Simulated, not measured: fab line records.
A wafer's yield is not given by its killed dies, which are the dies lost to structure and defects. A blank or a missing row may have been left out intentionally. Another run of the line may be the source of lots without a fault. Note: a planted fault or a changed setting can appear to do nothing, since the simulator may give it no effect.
Comparing a struck lot with a sound one ; flow nandHarc ; 42 out of 1159 route steps
Sound: the wafers L465.4, L465.5, L465.6. Wafers L458.2, L458.5, L458.6 were the ones struck. At the end, the cause is stated.
For every step that has rows: the tool of each side, followed by ch and its chambers, followed by its first start. Under that, the readings that differ: sound wafers ; struck wafers ; difference of the means ; sigmas: that difference in standard deviations of wafers without a fault.
alike: words and numbers the same on both sides, and readings whose means are apart by under 2 such deviations; not compared: readings that were withheld, readings missing a value for some wafer, numbers with overlapping values and no deviation given by the record, and bounds like >300 which may hide the same value.
A row with sigmas, a row that says differs or no value, or rows on one side alone: a step with any of these is where the two part. Numbers that have no deviation but don't overlap get no sigmas and don't part them. Lack of a reading on every wafer of one side parts them only where that side has two or more wafers.

first, 11 steps without rows for these wafers: NHARC_P_ZERO_WELL_HARDBAKE_12 (time 65 s); NHARC_P_ZERO_WELL_DESCUM_13 (chemistry O2, time 3 s); NHARC_P_ZERO_WELL_ETCH_65 (etches the open film in N2/H2, target depth 80 nm, overetch 24 nm, time 87.88 s); NHARC_P_ZERO_WELL_ETCH_62 (etches the open film in CHF3/Ar, target depth 13 nm, time 6.5 s); NHARC_P_ZERO_WELL_ETCH_63 (etches the open film in HBr/Cl2, target depth 120 nm, time 40.1 s); NHARC_P_ZERO_WELL_STRIP_15 (strips in SPM, time 900 s); NHARC_P_ZERO_WELL_DEHYDRATE_16 (time 120 s); NHARC_P_ZERO_WELL_HMDS_17 (time 30 s); NHARC_P_ZERO_WELL_COAT_18; NHARC_P_ZERO_WELL_SOFTBAKE_19 (time 95 s); NHARC_P_ZERO_WELL_EBR_20.
NHARC_P_ZERO_WELL_EXPOSE_21: exposes mask P NWELL, target cd 720 nm.
  struck on krfScanner-03, day 5 02:26; sound on krfScanner-01 ch 0, day 6 20:38
  no value came back on the struck wafers for exposureDoseMJCm2, focusOffsetNm (nm); on the sound wafers exposureDoseMJCm2 reads 22.334 22.311 22.323
  alike: mask
then, 2 steps without rows for these wafers: NHARC_P_ZERO_WELL_PEB_22 (peb time 85 s); NHARC_P_ZERO_WELL_DEVELOP_23 (time 70 s).
NHARC_P_ZERO_WELL_CD_MEAS_24: the cd target is 720 nm.
  sound on cdSem-02 ch 0, day 6 20:47; struck on cdSem-02 ch 0, day 5 02:35
reading;sound;struck;difference;sigmas
cdNm (nm);720.7 718.3 718.3;- - -;no value on the struck wafers;
then, 1 step without rows for these wafers: NHARC_P_ZERO_WELL_HARDBAKE_25 (time 80 s).
NHARC_P_ZERO_WELL_DESCUM_26: chemistry O2, time 3 s.
  sound on rieDiel-09 ch 0,3, day 6 20:57; struck on rieDiel-03 ch 1,2,3, day 5 02:47
reading;sound;struck;difference;sigmas
drypumpMotorCurrentA (A);6.6 6.6 5.5;5.2 5.0 5.4;-1.0;-3
model.P_ZERO_WELL.cdNm (nm);721.6 719.1 718.8;498.8 500.3 498.3;-220.7;
  alike: oesProductAu, rfVppV, showerheadPlenumPTorr, throttleValvePct
  not compared: rfHoursCounterH
then, 23 steps without rows for these wafers: NHARC_P_ZERO_WELL_IMPLANT_27; NHARC_P_ZERO_WELL_IMPLANT_57; NHARC_P_ZERO_WELL_IMPLANT_58; NHARC_P_ZERO_WELL_STRIP_28 (strips in SPM, time 840 s); NHARC_P_ZERO_WELL_DEHYDRATE_29 (time 120 s); NHARC_P_ZERO_WELL_HMDS_30 (time 30 s); NHARC_P_ZERO_WELL_COAT_31; NHARC_P_ZERO_WELL_SOFTBAKE_32 (time 95 s); NHARC_P_ZERO_WELL_EBR_33; NHARC_P_ZERO_WELL_EXPOSE_34 (exposes mask P PWELL, target cd 720 nm); NHARC_P_ZERO_WELL_PEB_35 (peb time 85 s); NHARC_P_ZERO_WELL_DEVELOP_36 (time 70 s); NHARC_P_ZERO_WELL_HARDBAKE_38 (time 80 s); NHARC_P_ZERO_WELL_DESCUM_39 (chemistry O2, time 3 s); NHARC_P_ZERO_WELL_IMPLANT_40; NHARC_P_ZERO_WELL_IMPLANT_59; NHARC_P_ZERO_WELL_IMPLANT_60; NHARC_P_ZERO_WELL_STRIP_41 (strips in SPM, time 840 s); NHARC_P_ZERO_WELL_DEHYDRATE_44 (time 120 s); NHARC_P_ZERO_WELL_HMDS_45 (time 30 s); NHARC_P_ZERO_WELL_COAT_46; NHARC_P_ZERO_WELL_SOFTBAKE_47 (time 95 s); NHARC_P_ZERO_WELL_EBR_48.
NHARC_P_ZERO_WELL_INSPECT_43:
  sound on defectInspect-01 at day 7 02:02; struck on defectInspect-02 at day 5 07:47
reading;sound;struck;difference;sigmas
rawDefectCount;10 19 12;1093 1096 1095;+1081;+99 or more
-- record jumps: 17 days between struck wafers' starts before vs after; left off in module P_ZERO_WELL, resumes in module END, first step shown is number 1159 of the route --
NHARC_END_SORT_01:
  the record has rows for the struck wafers here (prober-02 ch 0, day 22 18:52) and none for the sound ones

== WHERE THEY PART ==
Earliest at NHARC_P_ZERO_WELL_EXPOSE_21; latest, in this record, at NHARC_END_SORT_01.

WHY: what the simulator had put in
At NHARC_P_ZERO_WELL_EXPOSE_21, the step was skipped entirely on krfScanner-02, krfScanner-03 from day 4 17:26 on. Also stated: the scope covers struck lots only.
